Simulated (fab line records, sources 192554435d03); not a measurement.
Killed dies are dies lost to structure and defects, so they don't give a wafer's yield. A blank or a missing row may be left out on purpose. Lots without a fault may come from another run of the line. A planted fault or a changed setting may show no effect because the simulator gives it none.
Chamber matching | flow n5_finfet | N5_BEOL_M8_DEP_56 on pecvd-02: 3 sister chambers
The step deposits SiCN from 3MS/NH3, target thk 10 nm, time 17.5 s. 16 wafers are shown with their chamber, then 8 later ones without.

WAFERS WITH THEIR CHAMBER
wafer  | chamber | throttle_valve_pct (%) | showerhead_plenum_p_Torr (Torr)
L080.2 | 0       | 9.1                    | 3.643
L080.3 | 1       | 9.4                    | 3.672
L080.5 | 2       | 8.3                    | 3.670
L081.1 | 1       | 9.0                    | 3.668
L081.2 | 2       | 8.4                    | 3.654
L081.5 | 2       | 8.2                    | 3.662
L079.2 | 2       | 8.3                    | 3.657
L079.3 | 1       | 9.3                    | 3.680
L079.4 | 1       | 9.3                    | 3.676
L086.3 | 2       | 8.3                    | 3.657
L086.4 | 1       | 9.3                    | 3.674
L086.5 | 0       | 8.9                    | 3.653
L084.2 | 0       | 9.0                    | 3.656
L084.4 | 2       | 8.2                    | 3.661
L084.5 | 1       | 9.2                    | 3.672
L090.2 | 1       | 9.1                    | 3.684

SIGNATURES (means of the wafers above)
reading                  | chamber 0 | chamber 1 | chamber 2 | scatter within a chamber
throttle_valve_pct       | 9.000     | 9.229     | 8.283     | 0.112
showerhead_plenum_p_Torr | 3.65067   | 3.67514   | 3.66017   | 0.00573
Rule: a wafer's distance from a chamber is the root of the sum, over the readings, of the square of ((its reading less the chamber's mean) divided by the reading's scatter). The wafer belongs to the nearest chamber; if the next one is less than 2 further off, it can't be placed. The scatter: the root of (the sum of the squares of (reading less its chamber's mean) over the shown wafers, divided by (wafers less chambers)).

WAFERS WITHOUT THEIR CHAMBER
wafer  | throttle_valve_pct (%) | showerhead_plenum_p_Torr (Torr)
L090.4 | 9.0                    | 3.659
L090.5 | 8.6                    | 3.664
L093.1 | 8.9                    | 3.649
L093.5 | 8.9                    | 3.658
L093.6 | 8.1                    | 3.665
L097.1 | 9.2                    | 3.664
L097.2 | 8.0                    | 3.647
L097.4 | 8.3                    | 3.662

WHICH CHAMBER EACH WENT THROUGH
wafer  | from the rows above     | in truth
L090.4 | 0                       | 0
L090.5 | can't be placed: 2 or 0 | 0
L093.1 | 0                       | 0
L093.5 | 0                       | 0
L093.6 | 2                       | 2
L097.1 | can't be placed: 1 or 0 | 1
L097.2 | 2                       | 2
L097.4 | 2                       | 2
Placed correctly: 6 of 8. Can't be placed from these rows: 2 (the true chamber is among the candidates in 2). Placed wrongly: 0.
